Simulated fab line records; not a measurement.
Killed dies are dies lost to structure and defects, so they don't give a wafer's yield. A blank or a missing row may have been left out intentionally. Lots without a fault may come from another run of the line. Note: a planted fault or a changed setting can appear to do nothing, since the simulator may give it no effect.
Lot-split experiment ; flow n5-finfet ; route with 1938 steps; 7 lots, 21 wafers read

== SPLIT DETAILS ==
At N5_BEOL_M3_TRENCH_ETCH_37 (etches SiOC in C4F6/O2, target depth 55.555 nm, time 29.2 s), the setting source-w was moved away from the recipe's 355 W on 8 of the 21 wafers read, by -17.2% to -6.3%. The other wafers ran this setting at the recipe's value.

== FROM THE SPLIT TO THE READING: what the file shows between them, 2 steps ==
- N5_BEOL_M3_ETCH_41: etches SiCN in CH3F/O2, target depth 29.9 nm, time 52.5 s
- N5_BEOL_M3_STRIP_97: strips in N2/H2, time 10 s

== THE READING ==
trench-depth-nm, in nm, at N5_BEOL_M3_OCD_MEAS_38. Fault-free wafers of this fab line usually give 55.6 nm, standard deviation 0.92 nm.

wafer;tool, chamber at the split;source-w as run, W;against the recipe;trench-depth-nm, nm;against lot-mates on the recipe
L074.1;rie-diel-01, 2;355;recipe;55.8;-
L074.4;rie-diel-01, 0;316;-11.0%;53.4;-2.7
L074.5;rie-diel-01, 3;355;recipe;56.4;-
L080.1;rie-diel-01, 1;302.9;-14.7%;52.6;-3.5
L080.3;rie-diel-01, 2;355;recipe;56.1;-
L080.6;rie-diel-01, 0;302.9;-14.7%;53.4;-2.7
L084.1;rie-diel-01, 1;311.5;-12.3%;52.8;-3.1
L084.2;rie-diel-01, 0;355;recipe;55.9;-
L084.3;rie-diel-01, 3;311.5;-12.3%;53.3;-2.6
L087.2;rie-diel-01, 2;294.1;-17.2%;51.5;-4.3
L087.3;rie-diel-01, 1;294.1;-17.2%;50.3;-5.5
L087.6;rie-diel-01, 3;355;recipe;55.8;-
L091.1;rie-diel-06, 3;355;recipe;54.4;-
L091.4;rie-diel-06, 0;332.5;-6.3%;54.2;-1.2
L091.5;rie-diel-06, 1;355;recipe;56.5;-
L094.1;rie-diel-03, 1;355;recipe;55.9;-
L094.3;rie-diel-03, 0;355;recipe;54.2;-
L094.5;rie-diel-03, 0;355;recipe;53.9;-
L095.3;rie-diel-03, 3;355;recipe;56.2;-
L095.4;rie-diel-03, 0;355;recipe;54.2;-
L095.6;rie-diel-03, 3;355;recipe;55.7;-

FIT RESULTS
A straight line over all 21 wafers: trench-depth-nm changes by +0.218 nm for each +1% of source-w; r = +0.87; the points scatter about the line by 0.86 nm.
The same after taking each lot's own level away (the mean of its wafers on the recipe; 21 wafers): +0.25 nm for each +1%; r = +0.93; scatter 0.71 nm.
Per that fit: largest source-w move, reading shift of 4.3 nm.
Across the lots, their own levels run from 54.67 to 56.10 nm, a range of 1.6 times the standard deviation given above.
In other words, the slope is changed by the lot-to-lot level; the two fits disagree.
Check: for one of the wafers moved furthest among these (-17.2%), held out of the fit, the line's prediction against its lot-mates is -4.24 nm. Against them it came out at -4.3 nm.
Tool readings at the split's step, against how far the setting was moved: rf-vpp-V r = -0.97.

== FURTHER SPLITS ON THESE WAFERS ==
Other splits were also applied to these wafers ahead of the reading. Each is held against what the fit with the lots' levels taken away leaves over:
other split on the same wafers;wafers away from the commonest value;r with trench-depth-nm (lot level and that fit taken away)
N5_SDB_COAT_05 spin-rpm;8;+0.34
N5_HKMG_FIN_ETCH_55 time-s;7;-0.21
N5_GATE_CUT_COAT_27 spin-rpm;8;+0.05
N5_MOL_CONTACT_COAG_VIA_ETCH_117 bias-w;7;+0.06
N5_BEOL_M0_SAQP_ETCH_106 target-depth-a;8;+0.05
N5_BEOL_M0_SAQP_ETCH_107 bias-w;10;-0.13
N5_BEOL_M1_COAT_05 spin-rpm;9;+0.04
N5_BEOL_M1_ETCH_64 time-s;7;-0.18
N5_BEOL_M2_DESCUM_33 time-s;8;+0.04

== THE WHOLE CHAIN: every reading that the file lists as answering this split, in the file's order ==
step;what it does;reading;change (the file's fit);r (the file's)
N5_BEOL_M3_TRENCH_ETCH_37;etches SiOC in C4F6/O2, target depth 55.555 nm, time 29.2 s;rf-vpp-V;-3.96 V for each +1% of the setting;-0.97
N5_BEOL_M3_TRENCH_ETCH_37;etches SiOC in C4F6/O2, target depth 55.555 nm, time 29.2 s;etch.depth-nm (the simulator's own value, which no gauge read);+0.223 nm for each +1% of the setting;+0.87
N5_BEOL_M3_TRENCH_ETCH_37;etches SiOC in C4F6/O2, target depth 55.555 nm, time 29.2 s;BEOL_M3.feature-depth-nm (the simulator's own value, which no gauge read);+0.225 nm for each +1% of the setting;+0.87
N5_BEOL_M3_OCD_MEAS_38;;trench-depth-nm;+0.245 nm for each +1% of the setting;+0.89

== FILE'S OWN FIT ==
trench-depth-nm changes by +0.245 nm for each +1% of source-w, r = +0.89.
